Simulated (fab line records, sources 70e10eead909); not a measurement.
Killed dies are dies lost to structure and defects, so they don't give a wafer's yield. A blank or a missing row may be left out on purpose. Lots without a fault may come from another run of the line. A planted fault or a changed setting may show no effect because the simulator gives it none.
Chamber matching | flow nand_harc | NHARC_P_CONTACT_CMP_01 on cmp-02: 4 sister chambers
The step polishes SiO2, target thk 200 nm. 4 wafers are shown with their chamber, then 7 later ones without.

WAFERS WITH THEIR CHAMBER
wafer  | chamber | motor_current_A (A)
L685.6 | 3       | 12.1
L686.1 | 2       | 14.9
L695.1 | 0       | 10.7
L695.4 | 1       | 9.8

WAFERS WITHOUT THEIR CHAMBER
wafer  | motor_current_A (A)
L695.5 | 11.8
L697.1 | 9.5
L697.2 | 11.2
L697.4 | 10.7
L699.1 | 14.6
L699.5 | 11.2
L699.6 | 13.9

WHICH CHAMBER EACH WENT THROUGH
wafer  | from the rows above          | in truth
L695.5 | can't be placed: 3 or 0      | 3
L697.1 | can't be placed: 1 or 0      | 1
L697.2 | can't be placed: 0 or 3 or 1 | 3
L697.4 | can't be placed: 0 or 1      | 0
L699.1 | 2                            | 2
L699.5 | can't be placed: 0 or 3 or 1 | 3
L699.6 | can't be placed: 2 or 3      | 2
Placed correctly: 1 of 7. Can't be placed from these rows: 6 (the true chamber is among the candidates in 6). Placed wrongly: 0.
How it was worked out, from the rows above alone: a wafer's distance from a chamber is the root of the sum, over the readings, of the square of ((its reading less the chamber's mean) divided by the reading's scatter). The wafer belongs to the nearest chamber; if the next one is less than 2 further off, it can't be placed. A chamber's mean is the mean of its shown wafers. The scatter: with one shown wafer a chamber, the root of the mean of the squares of how far each hidden wafer lies from its nearest shown one.
